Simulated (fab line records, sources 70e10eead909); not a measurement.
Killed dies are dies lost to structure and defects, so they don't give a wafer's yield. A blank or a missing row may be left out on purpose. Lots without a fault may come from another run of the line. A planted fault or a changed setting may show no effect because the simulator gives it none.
A struck lot beside a sound one | flow nand_harc | 17 steps out of a route of 1302
Sound: wafers L969.1, L969.4, L969.5. Struck: wafers L973.2, L973.3, L973.4. The cause comes at the end.
At each step with rows: each side's tool, then ch and its chambers, then its first start. Under that, the readings that differ: sound wafers | struck wafers | difference of the means | sigmas: that difference in standard deviations of wafers without a fault.
alike: readings whose means differ by less than 2 such deviations, and words and numbers that are the same on both sides. not compared: withheld readings, readings that some wafer has no value for, bounds like >300 that may hide the same value, and numbers for which the record gives no deviation and whose values overlap.
The two part at a step that has a row with sigmas, a row that says differs or no value, or rows on one side only. Numbers that don't overlap but have no deviation are shown without sigmas and don't part them. A reading that every wafer of one side lacks parts them only if that side has two wafers or more.

first, 3 steps without rows for these wafers: NHARC_P_GATE_DESCUM_93 (chemistry O2, time 3 s); NHARC_P_GATE_IMPLANT_94; NHARC_P_GATE_STRIP_113 (strips in N2/H2, time 740 s).
NHARC_P_GATE_STRIP_95: strips in O2.
  sound on plasma_asher-01 ch 0, day 9 22:08; struck on plasma_asher-01 ch 0,1, day 11 17:44
  alike: drypump_motor_current_A, heater_power_w
  not compared: rf_hours_counter_h
then, 1 step without rows for these wafers: NHARC_P_GATE_STRIP_96 (strips in SPM, time 900 s).
NHARC_P_GATE_RTA_64: time 1 s.
  sound on rtp_anneal-02 ch 0, day 9 22:42; struck on rtp_anneal-01 ch 0, day 11 18:19
  alike: anneal_temp_c_max, lamp_power_pct, lamp_zone_1_pct, lamp_zone_7_pct, wafer_temp_C_max
then, 5 steps without rows for these wafers: NHARC_P_GATE_ETCH_77 (etches SiO2 in dHF, target depth 6 nm); NHARC_P_GATE_DEGAS_109 (time 60 s); NHARC_P_GATE_PRE_CLEAN_110 (time 30 s); NHARC_P_GATE_SPUTTER_78 (material Ni, target thk 10 nm); NHARC_P_GATE_SPUTTER_79 (material TiN, target thk 10 nm).
NHARC_P_GATE_RTA_80: time 30 s.
  sound on rtp_anneal-01 ch 0, day 9 23:18; struck on rtp_anneal-01 ch 0, day 11 18:56
  alike: anneal_temp_c_max, lamp_power_pct, lamp_zone_1_pct, lamp_zone_7_pct, wafer_temp_C_max
NHARC_P_GATE_STRIP_67: strips in SPM, time 600 s.
  sound on wet_bench-02 ch 1,6,7, day 9 23:31; struck on wet_bench-02 ch 1,5,7, day 11 19:07
  alike: bath_guard_temp_C
NHARC_P_GATE_RTA_82: time 30 s.
  sound on rtp_anneal-01 ch 0, day 9 23:48; struck on rtp_anneal-01 ch 0, day 11 19:26
  alike: anneal_temp_c_max, lamp_power_pct, lamp_zone_1_pct, lamp_zone_7_pct, wafer_temp_C_max
NHARC_P_GATE_INSPECT_68:
  sound on defect_inspect-01, day 10 00:00; struck on defect_inspect-02, day 11 19:35
  reading          | sound       | struck      | difference | sigmas
  raw_defect_count | 334 212 144 | 498 777 587 | +391       | +6
NHARC_P_CONTACT_DEP_30: deposits SiNx, target thk 30 nm.
  sound on pecvd-01 ch 0,1, day 10 00:06; struck on pecvd-03 ch 0,1, day 11 19:40
  alike: heater_power_w
-- the record jumps here: 18 days lie between the struck wafers' starts before and after (it left off in module P_CONTACT and takes up again in module END, whose first step shown is number 1302 of the route) --
NHARC_END_SORT_01:
  the record has rows for the struck wafers here (prober-02 ch 0, day 30 05:36) and none for the sound ones

WHERE THEY PART
First at NHARC_P_GATE_INSPECT_68; last, within this record, at NHARC_END_SORT_01.

WHY: what the simulator had put in
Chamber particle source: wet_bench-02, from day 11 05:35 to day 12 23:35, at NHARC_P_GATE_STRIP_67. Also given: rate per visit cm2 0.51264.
